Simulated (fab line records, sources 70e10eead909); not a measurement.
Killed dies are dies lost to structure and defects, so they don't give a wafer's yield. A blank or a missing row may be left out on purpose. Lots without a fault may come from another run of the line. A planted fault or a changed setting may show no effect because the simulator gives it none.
fab line records | flow nand_harc
record lots=6 wafers=18 last_day=33
route steps=1302 shown THIN_TSV@1278
lots that met no fault: from a run of the same line without faults
start_h: hours from the record's first day to the start of the lot's first wafer shown | wait_h: hours since the lot's step before | " the same as in the row above | L1.1+2: a row that stands for several wafers | - no value, or no start given | * or withheld: withheld | < > ~ a bound
route shown NAME@n: a module of which the file shows steps, and the number in the route of the first | usual: mean/standard deviation of fault-free wafers | same: alike in all rows | chamber/n: place in a boat | sites: the reading at each site | _std_site: their standard deviation | _edge_site: outer sites' mean less inner sites' | radius_mm: how far each site lies from the wafer's centre | mask NAME#n: copy n | behind: the tool/chamber that last shaped the wafer | hold: why the lot was held/for how many hours/how that ended | device: the transistor (n, p or np) that didn't switch | end of line: the same wafers' tests at the end of the route | a step without rows: its recipe alone | killed: dies lost to structure and defects at the first sort, not the wafer's yield | map: a wafer's dies, x killed, . not, _ none there
set.NAME: the setting as run; set.NAME@STEP: as run at that earlier step | model.NAME: the simulator's own value behind a step, which no gauge read
lots at some steps of the route; a table a step, a row a wafer
services: from which hour (start_h, from the record's first day; less than 0 if before it) a tool's chamber was out of use, for how many hours, and why
## steps
# step NHARC_THIN_TSV_SRD_23
# step NHARC_THIN_TSV_DEGAS_53
# recipe temp_c=300 time_s=60
# usual heater_power_w=457/36
# columns lot.wafer tool chamber start_h wait_h heater_power_w
L786.4 pvd_sputter-03 - 563.72 0.1 483
L786.6 " - " " 485
L786.5 " - " " 513
L796.4 pvd_sputter-03 - 639.38 0.1 497
L796.2 " - " " 410
L796.5 " - " " 480
L794.3 pvd_sputter-01 - 640.63 0.1 459
L794.1 " - " " 388
L794.6 " - " " 464
L795.4 pvd_sputter-01 - 641.98 0.1 471
L795.3 " - " " 453
L795.2 " - " " 439
L804.3 pvd_sputter-03 - 751.53 0.1 482
L804.6 " - " " 488
L804.5 " - " " 478
L808.2 pvd_sputter-03 - 767.35 0.1 473
L808.1 " - " " 483
L808.3 " - " " 435
# step NHARC_THIN_TSV_PRE_CLEAN_54
# recipe time_s=30 temp_c=280 gas=H2/He
# usual heater_power_w=402/30
# columns lot.wafer tool chamber start_h wait_h heater_power_w
L786.4 pvd_sputter-03 - 563.83 0.1 444
L786.5 " - " " 366
L786.6 " - " " 431
L796.2 pvd_sputter-03 - 639.44 0.0 434
L796.4 " - " " 375
L796.5 " - " " 367
L794.1 pvd_sputter-01 - 640.69 0.0 386
L794.3 " - " " 381
L794.6 " - " " 394
L795.3 pvd_sputter-01 - 642.04 0.0 398
L795.4 " - " " 344
L795.2 " - " " 414
L804.3 pvd_sputter-03 - 751.60 0.1 419
L804.5 " - " " 418
L804.6 " - " " 420
L808.1 pvd_sputter-03 - 767.42 0.1 423
L808.2 " - " " 431
L808.3 " - " " 433
# step NHARC_THIN_TSV_PVD_55
# recipe target_thk_a=500 material=TiN
# step NHARC_THIN_TSV_PVD_24
# recipe target_thk_a=8000 power_w=withheld chamber_pressure_pa=withheld substrate_temp_c=withheld time_s=withheld gas=Ar material=Al
# step NHARC_THIN_TSV_DEHYDRATE_25
# recipe temp_c=150 time_s=120
# step NHARC_THIN_TSV_HMDS_26
# recipe time_s=30
# step NHARC_THIN_TSV_COAT_27
# recipe spin_rpm=*
# step NHARC_THIN_TSV_SOFTBAKE_28
# recipe temp_c=122 time_s=95
# step NHARC_THIN_TSV_EBR_29
# step NHARC_THIN_TSV_EXPOSE_30
# recipe na=0.55 dose_mj=11.47 mask_id=PAD
# step NHARC_THIN_TSV_PEB_31
# recipe peb_temp_c=118 peb_time_s=85
# usual chill_plate_temp_C=22.98/0.1 exhaust_pa=44.9/0.86 peb_time_s=85/0 resist_line_temp_C=23.00/0.11
# columns lot.wafer tool chamber start_h wait_h chill_plate_temp_C exhaust_pa peb_time_s resist_line_temp_C
L786.4 litho_track-03 0 564.65 0.0 23.22 42.7 85 22.99
L786.5 " 0 " " 23.10 44.1 85 22.93
L786.6 " 0 " " 23.26 44.0 85 22.90
L796.2 litho_track-02 0 640.35 0.1 23.13 43.5 85 23.16
L796.4 " 0 " " 23.01 45.6 85 23.20
L796.5 " 0 " " 22.95 44.8 85 23.18
L794.1 litho_track-03 - 641.68 0.1 - - - -
L794.3 " - " " - - - -
L794.6 " - " " - - - -
L795.2 litho_track-02 - 643.02 0.1 - - - -
L795.3 " - " " - - - -
L795.4 " - " " - - - -
L804.3 litho_track-03 0 752.43 0.1 22.90 45.7 85 22.96
L804.5 " 0 " " 23.00 45.3 85 23.00
L804.6 " 0 " " 23.10 46.9 85 23.09
L808.1 litho_track-02 0 768.40 0.1 22.99 45.8 85 23.21
L808.2 " 0 " " 23.03 45.8 85 23.14
L808.3 " 0 " " 23.01 44.9 85 23.08
# step NHARC_THIN_TSV_DEVELOP_32
# recipe time_s=70
## services
# columns tool chamber start_h hours kind
litho_track-02 - 577.00 7.0 pm
pvd_sputter-01 - 582.00 10.0 pm
litho_track-03 - 625.00 7.0 pm
pvd_sputter-03 - 704.00 10.0 pm
pvd_sputter-01 - 724.19 2.4 repair
litho_track-02 - 752.00 7.0 pm
pvd_sputter-01 - 760.00 10.0 pm
## key
first_sign step=NHARC_THIN_TSV_PEB_31 reading=tool_record direction=missing
effect none on later readings
met_at NHARC_THIN_TSV_PEB_31
struck_wafers L794.1,L794.3,L794.6,L795.2,L795.3,L795.4
later_rows_left_out L794.1,L794.3,L794.6,L795.2,L795.3,L795.4
sort_left_out L794.1,L794.3,L794.6,L795.2,L795.3,L795.4
onset_between 640.35 641.68
fault kind=skipped_step_whole tool=litho_track-02,litho_track-03 chamber=- onset_h=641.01 steps=NHARC_THIN_TSV_PEB_31 scope=struck_lots_only
# sort_left_out: the simulated sort isn't trusted on such a fault, so these wafers' sort isn't shown, and their yield isn't known
# later_rows_left_out: the simulator's readings of these wafers behind a module that went badly wrong aren't trusted and aren't shown, but for the sort
